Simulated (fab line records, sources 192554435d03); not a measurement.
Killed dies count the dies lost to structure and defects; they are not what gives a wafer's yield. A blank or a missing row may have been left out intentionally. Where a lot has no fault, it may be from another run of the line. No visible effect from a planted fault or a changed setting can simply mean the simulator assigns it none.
fab line records    flow n5_finfet
record: lots: 4  wafers: 12  last_day: 16
route steps=1938 shown FIN_SAQP@134 FIN_CUT@154 BEOL_M4@1111 PASSIVATION@1936
lots that met no fault: from a run of the same line without faults
start_h: hours from the record's opening day to when the first of the lot's shown wafers began    wait_h: hours since the lot's step before    " unchanged from the row above    L1.1+2: several wafers, shown together as one row    - value missing, or start not given    * or withheld: withheld    < > ~ a bound
route shown NAME@n: names a module that has steps shown in the file, with the first one's number in the route    usual: average and standard deviation across the fault-free wafers    same: alike in all rows    chamber/n: place in a boat    sites: the reading at each site    _std_site: the standard deviation of these    _edge_site: inner sites' mean taken away from outer sites' mean    radius_mm: for every site, how far away it sits from the centre of the wafer    mask NAME#n: copy n    behind: the most recent tool/chamber to have shaped the wafer    hold: cause of the lot's hold/its duration in hours/its outcome    device: transistor that didn't switch, given as n, p or np    end of line: at the end of the route, the tests of the same wafers    a step with no rows: only its recipe    killed: not the wafer's yield, but the dies lost to structure and defects at the first sort    map: a wafer's dies, x killed, . not, _ none there
set.NAME: the setting as run; set.NAME@STEP: as run at that earlier step    model.NAME: the simulator's own value behind a step, which no gauge read
a table for each step, a row for each wafer; lots at some steps of the route
services: from which hour (start_h, from the record's first day; less than 0 if before it) a tool's chamber was out of use, for how many hours, and why
== steps ==
step: N5_FIN_SAQP_ETCH_69
recipe: chemistry: N2/H2  target: SOC  target_depth_a: 1500  stop_on: SiNx  ion_energy_ev: 100  bias_w: 61  pressure_mtorr: 30  source_w: 850  n2_flow_sccm: 200  h2_flow_sccm: 200
step: N5_FIN_SAQP_ETCH_67
recipe: chemistry: CH3F/O2  target: SiNx  target_depth_a: 300  mask_material: SOC  pressure_mtorr: 30  source_w: 395  bias_w: 73  Ar_flow_sccm: 150  CH3F_flow_sccm: 30  O2_flow_sccm: 20  ion_energy_ev: 120
step: N5_FIN_SAQP_STRIP_70
recipe: chemistry: N2/H2  power_w: 500  temp_c: 40  pressure_mtorr: 50  rf_frequency_hz: 6e+07  overash_fraction: 0.3  bias_power_w: 28  h2_frac: 0.5  n2_flow_sccm: 300  h2_flow_sccm: 300
step: N5_FIN_SAQP_RECESS_71
recipe: chemistry: HF/NH3  target: SiO2  target_depth_a: 30  afs_cycles: 1  temp_c: 30  sublimation_temp_c: 180  sublimation_time_s: 60
step: N5_FIN_SAQP_SPACER2_ALD_28
recipe: material: SiO2  target_thk_a: 81  temp_c: 300  ald_precursor_family: BDEAS  ald_co_reactant: O2-plasma  pulse_time_s: 1  purge_time_s: 2  co_reactant_purge_time_s: 2  pressure_torr: 2
step: N5_FIN_SAQP_SPACER2_ETCHBACK_29
recipe: chemistry: CHF3/O2  mode: anisotropic_etchback  target: SiO2  target_depth_a: 122  time_s: 6.1  pressure_mtorr: 30  source_w: 650  bias_w: 170  Ar_flow_sccm: 200  CHF3_flow_sccm: 50  O2_flow_sccm: 5  ion_energy_ev: 200
step: N5_FIN_SAQP_MANDREL2_REMOVE_60
recipe: chemistry: HBr/Cl2/O2  bt_time_s: 10  target: a-Si  stop_on: SiNx  endpoint: OES-SiCl  over_etch_frac: 1  icp_w: 600  bias_w: 22  HBr_flow_sccm: 150  Cl2_flow_sccm: 80  O2_flow_sccm: 5  pressure_mtorr: 10
step: N5_FIN_SAQP_HM_OPEN_33
recipe: chemistry: CH3F/O2  target: SiNx  mask_material: SiO2  target_depth_a: 494  time_s: 70.6  pressure_mtorr: 30  source_w: 395  bias_w: 73  Ar_flow_sccm: 150  CH3F_flow_sccm: 30  O2_flow_sccm: 20  ion_energy_ev: 120  ends: cleared
step: N5_FIN_SAQP_ETCH_34
recipe: chemistry: C4F6/O2  target: SiO2  target_depth_a: 450  time_s: 15  ion_energy_ev: 250  pressure_mtorr: 30  source_w: 345  bias_w: 185  Ar_flow_sccm: 300  C4F6_flow_sccm: 10  O2_flow_sccm: 10  ends: cleared
step: N5_FIN_SAQP_STRIP_77
recipe: chemistry: N2/H2  time_s: 90  power_w: 100  temp_c: 40  pressure_mtorr: 100  rf_frequency_hz: 6e+07  bias_power_w: 3  n2_flow_sccm: 300  h2_flow_sccm: 300
step: N5_FIN_SAQP_ETCH_64
recipe: chemistry: CF4  target: SiO2  target_depth_a: 15  ion_energy_ev: 350  pressure_mtorr: 10  icp_w: 800  bias_w: 400  cf4_flow_sccm: 80
usual: drypump_motor_current_A: 5.5/0.44  he_backside_leak_sccm: 2.7/0.32  oes_product_au: 1.009/0.018  throttle_valve_pct: 21.92/0.14
lot.wafer  tool       chamber  start_h  wait_h  drypump_motor_current_A  he_backside_leak_sccm  oes_product_au  rf_hours_counter_h  throttle_valve_pct
L343.1     rie_si-03  1        62.76    0.0     5.1                      2.5                    1.024           2                   21.88
L343.5     "          1        "        "       5.1                      2.4                    1.026           -                   21.87
L343.6     "          2        "        "       5.8                      2.8                    1.003           -                   21.86
L350.3     rie_si-03  1        103.77   0.0     5.1                      2.6                    1.019           3                   21.88
L350.4     "          0        "        "       6.2                      3.3                    0.991           18                  22.12
L350.6     "          1        "        "       5.1                      2.9                    1.015           -                   21.88
L353.2     rie_si-03  1        121.67   0.0     5.1                      2.6                    1.025           3                   21.87
L353.3     "          2        "        "       5.8                      2.9                    1.003           9                   21.86
L353.4     "          0        "        "       6.2                      3.2                    0.988           19                  22.12
L356.1     rie_si-02  0        140.19   0.1     4.8                      2.3                    1.031           66                  21.67
L356.3     "          3        "        "       5.4                      2.8                    1.014           39                  22.04
L356.5     "          1        "        "       5.6                      2.4                    1.007           -                   22.04
step: N5_FIN_SAQP_FIN_ETCH_36
recipe: chemistry: HBr/Cl2/O2  target_depth_a: 1200  mask_material: SiNx  time_s: 50.4  bias_w: 102  pressure_mtorr: 10  icp_w: 800  HBr_flow_sccm: 150  Cl2_flow_sccm: 80  O2_flow_sccm: 12
step: N5_FIN_SAQP_PRECLEAN_38
recipe: chemistry: O3/DIW  time_s: 45  temp_c: 22  o3_ppm: 10
step: N5_FIN_SAQP_PRECLEAN_45
recipe: chemistry: dHF  time_s: 10  dilution: 500:1  temp_c: 25
step: N5_FIN_SAQP_SRD_39
recipe: dry: ipa_marangoni  time_s: 30  temp_c: 23  rinse_liquid: diw
step: N5_FIN_SAQP_INSPECT_40
recipe: inspect_instrument: brightfield  mode: aei
usual: raw_defect_count: 247/66
lot.wafer  tool               chamber  start_h  wait_h  raw_defect_count
L343.1     defect_inspect-02  -        63.03    0.0     202
L343.5     "                  -        "        "       201
L343.6     "                  -        "        "       151
L350.3     defect_inspect-01  -        104.04   0.0     196
L350.4     "                  -        "        "       1250
L350.6     "                  -        "        "       221
L353.2     defect_inspect-02  -        121.94   0.0     252
L353.3     "                  -        "        "       326
L353.4     "                  -        "        "       1128
L356.1     defect_inspect-02  -        140.46   0.0     231
L356.3     "                  -        "        "       123
L356.5     "                  -        "        "       142
step: N5_FIN_CUT_COAT_18
recipe: resist: SOC  temp_c: 250  time_s: 60  spin_rpm: 1500  resist_thk_nm: 230
step: N5_FIN_CUT_COAT_19
recipe: resist: SiARC  temp_c: 220  time_s: 60  spin_rpm: 1500  resist_thk_nm: 20
step: N5_FIN_CUT_COAT_29
recipe: resist: underlayer  temp_c: 205  time_s: 60  spin_rpm: 1500  resist_thk_nm: 10
step: N5_FIN_CUT_COAT_02
recipe: resist: CAR-EUV  spin_rpm: 1500  resist_thk_nm: 30
step: N5_FIN_CUT_EBR_04
recipe: solvent: PGMEA  ebr_width_mm: 1.5
step: N5_FIN_CUT_SOFTBAKE_03
recipe: temp_c: 110  time_s: 60  resist: CAR-EUV
step: N5_FIN_CUT_EXPOSE_05
recipe: mask_id: FIN_CUT  na: 0.33  source_shape: annular  sigma_inner: 0.35  sigma_outer: 0.8  polarization: unpolarized  dose_mj: 45.75
step: N5_FIN_CUT_PEB_06
recipe: peb_temp_c: 100  peb_time_s: 60  resist: CAR-EUV
step: N5_FIN_CUT_DEVELOP_07
recipe: develop_time_s: 30  developer: TMAH  resist: CAR-EUV  rinse_liquid: surfactant_rinse  dry: air_spin  dev_temp_c: 23
step: N5_FIN_CUT_INSPECT_10
recipe: mode: adi  inspect_instrument: brightfield
usual: raw_defect_count: 44/13
lot.wafer  tool               chamber  start_h  wait_h  raw_defect_count
L343.1     defect_inspect-02  -        63.55    0.1     44
L343.5     "                  -        "        "       33
L343.6     "                  -        "        "       33
L350.3     defect_inspect-01  -        104.43   0.0     39
L350.4     "                  -        "        "       932
L350.6     "                  -        "        "       43
L353.2     defect_inspect-01  -        122.46   0.0     42
L353.3     "                  -        "        "       65
L353.4     "                  -        "        "       928
L356.1     defect_inspect-01  -        140.98   0.1     43
L356.3     "                  -        "        "       20
L356.5     "                  -        "        "       25
step: N5_FIN_CUT_DESCUM_13
recipe: chemistry: O2  time_s: 7  source_power_w: 50  bias_power_w: 20  pressure_mtorr: 20  rf_frequency_hz: 2.712e+07  temp_c: 40  resist: CAR-EUV  o2_flow_sccm: 225
step: N5_BEOL_M4_RC_MEAS_101
usual: DIBL_N: 36.1/1.6  DIBL_P: 35.7/1.8  IOFF_N: 0.159/0.027  IOFF_P: 0.21/0.03  ION_N: 673/10  ION_P: 462/7.4  SS_N: 71.4/0.56  SS_P: 73.2/0.61  VT_N: 249.7/3  VT_P: -250/3.1
lot.wafer  tool       chamber  start_h  wait_h  DIBL_N[mV/V]  DIBL_P[mV/V]  IOFF_N[nA/um]  IOFF_P[nA/um]  ION_N[uA/um]  ION_P[uA/um]  SS_N[mV/dec]  SS_P[mV/dec]  VT_N[mV]  VT_P[mV]
L343.1     prober-02  0        198.77   0.0     37.3          38.1          0.178          0.21           679           456           72.1          73.0          250.8     -250
L343.5     "          0        "        "       37.5          37.3          0.171          0.20           664           451           72.0          74.0          252.9     -254
L343.6     "          0        "        "       35.7          36.6          0.153          0.19           673           456           71.6          72.8          252.4     -253
L350.3     prober-02  0        245.09   0.3     36.4          37.4          0.155          0.25           675           468           72.0          73.0          252.0     -248
L350.4     "          0        "        "       36.1          37.2          0.154          0.23           668           469           71.0          73.4          251.6     -246
L350.6     "          0        "        "       33.7          34.3          0.113          0.19           646           453           70.3          73.1          257.1     -250
L353.2     prober-02  0        255.74   0.2     36.3          35.4          0.162          0.21           668           465           71.7          73.2          249.7     -248
L353.3     "          0        "        "       38.1          38.6          0.210          0.28           677           464           72.6          73.8          243.5     -245
L353.4     "          0        "        "       37.7          39.1          0.206          0.27           685           474           71.9          73.0          244.7     -245
L356.1     prober-02  0        282.78   0.0     37.0          35.5          0.168          0.20           664           462           72.1          72.5          246.6     -250
L356.3     "          0        "        "       36.5          34.4          0.148          0.19           673           459           71.2          73.0          252.9     -251
L356.5     "          0        "        "       35.6          32.1          0.128          0.16           649           445           72.3          72.1          256.6     -255
step: N5_PASSIVATION_PROBE_49
usual: defect_limited_yield: 91.0/1.3  killed_at_M0_to_M3: 33/10  killed_at_M4_up: 14/5.6  killed_at_contacts: 12/5.8  killed_at_front_end: 43/11  killed_at_other: 4.1/2.8  killed_dies: 106/15  killed_on_rim: 14/3.9  killed_open: 70/12  killed_short: 34/7.5  sort_bin_5_function: 5.3/0.88  sort_bin_6_memory: 3.3/0.64  sort_n_pass: 1074/15  sort_yield_pct: 91.0/1.3
same: gross_dies: 1180  killed_at_back_side: 0  sort_bin_4_leakage[%]: 0  sort_bin_8_speed[%]: 0
lot.wafer  tool       chamber  start_h  wait_h  defect_limited_yield[%]  killed_at_M0_to_M3  killed_at_M4_up  killed_at_contacts  killed_at_front_end  killed_at_other  killed_dies  killed_on_rim  killed_open  killed_short  sort_bin_5_function[%]  sort_bin_6_memory[%]  sort_n_pass  sort_yield_pct[%]
L343.1     prober-02  -        303.44   0.0     90.8                     22                  9                13                  60                   4                108          11             67           37            4.7                     4.1                   1072         90.8
L343.5     prober-02  -        303.64   0.2     90.3                     30                  22               12                  44                   7                115          15             81           32            5.0                     4.5                   1065         90.3
L343.6     prober-02  -        303.69   0.3     92.9                     30                  10               7                   31                   6                84           7              49           34            4.6                     2.2                   1096         92.9
L350.3     prober-02  -        357.35   0.1     93.9                     24                  6                3                   35                   4                72           9              50           17            3.2                     2.7                   1108         93.9
L350.4     prober-02  -        357.40   0.2     87.0                     24                  16               2                   109                  2                153          30             58           26            6.7                     4.0                   1027         87.0
L350.6     prober-02  -        357.50   0.3     90.9                     52                  15               13                  24                   3                107          11             77           28            6.1                     2.5                   1073         90.9
L353.4     prober-01  -        368.10   0.2     84.8                     44                  14               9                   107                  5                179          31             65           51            8.6                     4.7                   1001         84.8
L356.1     prober-02  -        380.16   0.0     92.4                     22                  14               24                  28                   2                90           13             59           30            4.7                     2.8                   1090         92.4
L356.3     prober-02  -        380.26   0.1     90.9                     39                  13               22                  28                   5                107          14             78           28            5.3                     3.4                   1073         90.9
L356.5     prober-02  -        380.36   0.2     90.5                     46                  4                20                  38                   4                112          16             73           38            5.8                     3.6                   1068         90.5
killed by level:class
L343.1 FIN_SAQP:geometric_particle:short=11 STI_FIN_REVEAL:geometric_particle:open=11 MOL_CONTACT_COAG:geometric_particle:open=10 FIN_SAQP:geometric_particle:open=9 STI_FIN_REVEAL:geometric_particle:short=6 GATE_CUT:geometric_particle:open=6 BEOL_M0_SAQP:geometric_particle:open=6 BEOL_M1:geometric_particle:open=6
L343.5 STI_FIN_REVEAL:geometric_particle:open=19 MOL_CONTACT_COAG:geometric_particle:open=9 BEOL_M0_SAQP:geometric_particle:open=9 BEOL_M4:geometric_particle:open=8 STI_FIN_REVEAL:geometric_particle:short=5 STARTING-WAFER:geometric_particle:short=5 BEOL_M0_SAQP:geometric_particle:short=4 BEOL_M0:geometric_particle:open=4
L343.6 FIN_SAQP:geometric_particle:short=7 MOL_CONTACT_COAG:geometric_particle:open=7 BEOL_M2:geometric_particle:open=7 BEOL_M0_SAQP:geometric_particle:short=6 BEOL_M4:geometric_particle:open=6 STI_FIN_REVEAL:geometric_particle:open=5 GATE_CUT:geometric_particle:short=5 BEOL_M1:geometric_particle:open=5
L350.3 BEOL_M3:geometric_particle:open=8 STI_FIN_REVEAL:geometric_particle:open=7 GATE_CUT:geometric_particle:short=5 BEOL_M2:geometric_particle:open=5 FIN_SAQP:geometric_particle:open=4 GATE_CUT:geometric_particle:open=4 BEOL_M0_SAQP:geometric_particle:open=4 BEOL_M4:geometric_particle:open=4
L350.4 FIN_SAQP:unspecified=66 STI_FIN_REVEAL:geometric_particle:open=15 BEOL_M4:geometric_particle:open=7 FIN_SAQP:geometric_particle:short=6 BEOL_M1:geometric_particle:open=5 BEOL_M3:geometric_particle:open=5 FIN_SAQP:geometric_particle:open=4 GATE_CUT:geometric_particle:short=4
L350.6 BEOL_M2:geometric_particle:open=13 MOL_CONTACT_COAG:geometric_particle:open=10 BEOL_M1:geometric_particle:open=9 BEOL_M0_SAQP:geometric_particle:open=8 STI_FIN_REVEAL:geometric_particle:open=7 BEOL_M3:geometric_particle:open=7 BEOL_M0_SAQP:geometric_particle:short=7 BEOL_M5:geometric_particle:open=5
L353.4 FIN_SAQP:unspecified=61 STI_FIN_REVEAL:geometric_particle:open=17 BEOL_M0_SAQP:geometric_particle:short=17 BEOL_M0_SAQP:geometric_particle:open=13 MOL_CONTACT_COAG:geometric_particle:open=6 STARTING-WAFER:geometric_particle:short=6 FIN_SAQP:geometric_particle:short=5 STI_FIN_REVEAL:geometric_particle:short=5
L356.1 MOL_CONTACT_COAG:geometric_particle:open=18 STI_FIN_REVEAL:geometric_particle:open=8 BEOL_M3:geometric_particle:open=7 BEOL_M0_SAQP:geometric_particle:open=6 FIN_SAQP:geometric_particle:short=5 MOL_CONTACT_COAG:geometric_particle:short=5 BEOL_M5:geometric_particle:open=4 STI_FIN_REVEAL:geometric_particle:short=3
L356.3 MOL_CONTACT_COAG:geometric_particle:open=19 BEOL_M0_SAQP:geometric_particle:open=11 BEOL_M3:geometric_particle:open=8 STI_FIN_REVEAL:geometric_particle:open=7 BEOL_M1:geometric_particle:short=6 BEOL_M5:geometric_particle:open=6 BEOL_M0_SAQP:geometric_particle:short=4 FIN_SAQP:geometric_particle:open=3
L356.5 MOL_CONTACT_COAG:geometric_particle:open=15 BEOL_M3:geometric_particle:open=10 BEOL_M0_SAQP:geometric_particle:short=8 BEOL_M1:geometric_particle:open=7 FIN_SAQP:geometric_particle:open=6 STI_FIN_REVEAL:geometric_particle:open=6 MOL_CONTACT_COAG:geometric_particle:short=5 BEOL_M0_SAQP:geometric_particle:open=5
map L350.4 (x killed, . not)
_________________x..x........________________
______________...............x.._____________
___________x...xx..........x.x.....__________
__________..............x.........x._________
________.............................._______
_______..........x..........x..x.x....x______
______......x...x......x................_____
_____.x...x.......x.......x.......xx.x...____
____.....x.........x...x.....x............___
___.........x............................x.__
___.................xx............x..xx....__
__..x............x.................x....xx.._
__..x......................................._
_..........x...........x.x..x........x......x
_............................................
_..x.......x......................x..........
_................xx...........x...........x..
_x......................x....x.x.............
_...........x...x....x........x..............
_......x....................................x
_............................................
__.......x.x................................_
__..................x......................._
___.....x....x.................x...........__
___..............x.x.........x.....x.......__
____........x....x...........x............___
_____.................x...x..............____
______...x.x.x...............xxxxxxx...._____
_______............x.x....xx..xxxxxxxx.______
________............x...x.xxxxxxxxxxx._______
__________.x.............xxxxxxxxxxx_________
___________....x.........xxxxxxxxxx__________
______________........xxxxxxxxxx_____________
_________________.......xxxxx________________
map L353.4 (x killed, . not)
_________________.....x...x..________________
______________............x....._____________
___________.........x............x.__________
__________....x..x.................._________
________.x...........x.......x...x...._______
_______...x.......x........x.........x.______
______................x......x......x..._____
_____....x.............x.................____
____...........x..........................___
___...x...x...x...x..x..........x..........__
___........x....x........x........x........__
__..............x........xx.xx.x..x.......x._
__....x...x........x.....x............x....._
_...........x...x.....x....x.................
_...x.......xx..x.....x......................
_......x......x..........x....x.......x......
_...x.......x.....x.......x.......xx........x
_.........x...............x...x...x.....x....
_x.....x...................x........x........
_...........................................x
_..........x...........x....x.....x..x.......
__......x..............x...................._
__..................x.x........x...x........_
___..................x............x......x.__
___.......x........................x.....x.__
____.x.x.........x...................x.x..___
_____....x..x.x........x.......x...x....x____
______...x...............xx..xxxxx.x...._____
_______...........x...x...x.xxxxxxxxxx.______
________................xxxxxxxxxxxxx._______
__________............x..xxxxxxxxxxx_________
___________......xxx...xxxxxxxxxxxx__________
______________...........xxxxxxx_____________
_________________..x....xxxxx________________
== services ==
tool       chamber  start_h  hours  kind
rie_si-03  3        58.52    6.6    repair
rie_si-02  3        67.78    4.5    repair
rie_si-02  1        100.25   3.1    repair
== key ==
first_sign: step: N5_FIN_SAQP_INSPECT_40  reading: raw_defect_count  direction: up  sigmas: 14  usual: 247  struck: 1189
effect: step: N5_FIN_CUT_INSPECT_10  reading: raw_defect_count  direction: up  sigmas: 69  usual: 44  struck: 930
effect: step: N5_PASSIVATION_PROBE_49  reading: killed_at_front_end  direction: up  sigmas: 6.1  usual: 43  struck: 108
more_kills_born_at: N5_FIN_SAQP_ETCH_64@rie_si-03: 127
met_at N5_FIN_SAQP_ETCH_64
struck_wafers L350.4,L353.4
fault: kind: chamber_particle_source  tool: rie_si-03  chamber: 0  onset_h: 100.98  steps: N5_FIN_SAQP_ETCH_64  rate_per_visit_cm2: 1.3431  end_h: 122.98
